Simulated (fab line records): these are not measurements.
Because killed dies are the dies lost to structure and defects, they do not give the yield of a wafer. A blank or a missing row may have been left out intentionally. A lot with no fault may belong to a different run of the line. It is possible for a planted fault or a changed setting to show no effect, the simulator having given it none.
One fault through the eyes of 2 desks :: flow n5Finfet :: every desk sees just its own numbers, and what lay behind them comes last

## FROM THE METROLOGY DESK
What the gauges read for every lot (on any tool): the sampled wafers with a number, averaged. The brackets show how far a lot's mean lies from the usual mean; more than 4 standard deviations puts the lot out of limits, marked OUT. 7 of its 11 readings are shown, namely those furthest out on some lot.
Columns: A = V1_OVL at N5_BEOL_M2_OVL_MEAS_29, usual 0.1 nm; B = DIBL_N at N5_BEOL_M4_RC_MEAS_101, usual 37.3 mV/V; C = DIBL_P at N5_BEOL_M4_RC_MEAS_101, usual 37.4 mV/V; D = IOFF_P at N5_BEOL_M4_RC_MEAS_101, usual 0.25 nA/um; E = ION_P at N5_BEOL_M4_RC_MEAS_101, usual 468 uA/um; F = SS_N at N5_BEOL_M4_RC_MEAS_101, usual 71.8 mV/dec; G = VT_P at N5_BEOL_M4_RC_MEAS_101, usual -248 mV
lot: L300
first seen here: day 6 12:57
A: 1.7
B: 39.6
C: 38.4
D: 0.30
E: 470
F: 71.8
G: -244

lot: L304
first seen here: day 7 17:29
A: -0.3
B: 37.6
C: 37.3
D: 0.26
E: 472
F: 71.8
G: -246

lot: L305
first seen here: day 7 18:08
A: -0.8
B: 39.0
C: 40.3
D: 0.26
E: 469
F: 72.1
G: -249

lot: L307
first seen here: day 8 03:31
A: -0.4
B: 36.4
C: 36.9
D: 0.25
E: 472
F: 71.6
G: -247

lot: L308
first seen here: day 8 18:50
A: 0.5
B: 39.2
C: 38.0
D: 0.28
E: 476
F: 72.0
G: -244

lot: L310
first seen here: day 9 05:16
A: 0.1
B: 35.2
C: 36.7
D: 0.22
E: 465
F: 71.9
G: -250

lot: L316
first seen here: day 10 11:02
A: -0.1
B: 33.8
C: 34.0
D: 0.20
E: 459
F: 71.2
G: -252

lot: L317
first seen here: day 10 23:35
A: -0.0
B: 37.9
C: 39.2
D: 0.29
E: 466
F: 72.3
G: -245

lot: L320
first seen here: day 11 08:54
A: 1.0
B: 37.8
C: 38.2
D: 0.26
E: 469
F: 71.8
G: -245
This desk found nothing out of limits on any of the 9 lots.

## TOOL OWNER'S DESK, rieDiel-04
The tool's own readings at N5_BEOL_M2_ETCH_77 (etches underlayer in N2/H2, target depth 6.5 nm, time 5.2 s): means of the sampled wafers that have a number, for each lot that ran on this tool. The brackets show how far a lot's mean lies from the usual mean; more than 4 standard deviations puts the lot out of limits, marked OUT. 7 of its 8 readings are shown, namely those furthest out on some lot.
Columns: A = drypumpMotorCurrentA at N5_BEOL_M2_ETCH_77, usual 5.6 A; B = etchRfOnTimeS at N5_BEOL_M2_ETCH_77, usual 5.20 s; C = n2FlowSccm at N5_BEOL_M2_ETCH_77, usual 199.9 sccm; D = rfFwdPowerW at N5_BEOL_M2_ETCH_77, usual 819.4 W; E = rfVppV at N5_BEOL_M2_ETCH_77, usual 523.3 V; F = showerheadPlenumPTorr at N5_BEOL_M2_ETCH_77, usual 2.51 Torr; G = throttleValvePct at N5_BEOL_M2_ETCH_77, usual 17.91 %
lot: L300
first seen here: day 6 13:05
A: 6.1
B: 5.25
C: 199.5
D: 817.6
E: 524.8
F: 2.59
G: 17.84

lot: L304
first seen here: day 7 17:36
A: 5.8
B: 5.17
C: 200.0
D: 819.4
E: 522.6
F: 2.47
G: 17.62

lot: L316
first seen here: day 10 11:09
A: 5.7
B: 4.50
C: 199.2
D: 822.0
E: 524.1
F: 2.54
G: 18.23

lot: L317
first seen here: day 10 23:43
A: 5.5
B: 4.59
C: 200.3
D: 819.8
E: 522.5
F: 2.46
G: 18.12

lot: L320
first seen here: day 11 09:08
A: 5.5
B: 4.65
C: 200.5
D: 818.5
E: 521.4
F: 2.44
G: 17.92
This desk found nothing out of limits on any of the 5 lots.

## TAKEN TOGETHER
From the metrology desk's view, nothing was out of limits.
Nothing out of limits was seen by the tool owner's desk.

## WHAT THE SIMULATOR HAD PUT IN
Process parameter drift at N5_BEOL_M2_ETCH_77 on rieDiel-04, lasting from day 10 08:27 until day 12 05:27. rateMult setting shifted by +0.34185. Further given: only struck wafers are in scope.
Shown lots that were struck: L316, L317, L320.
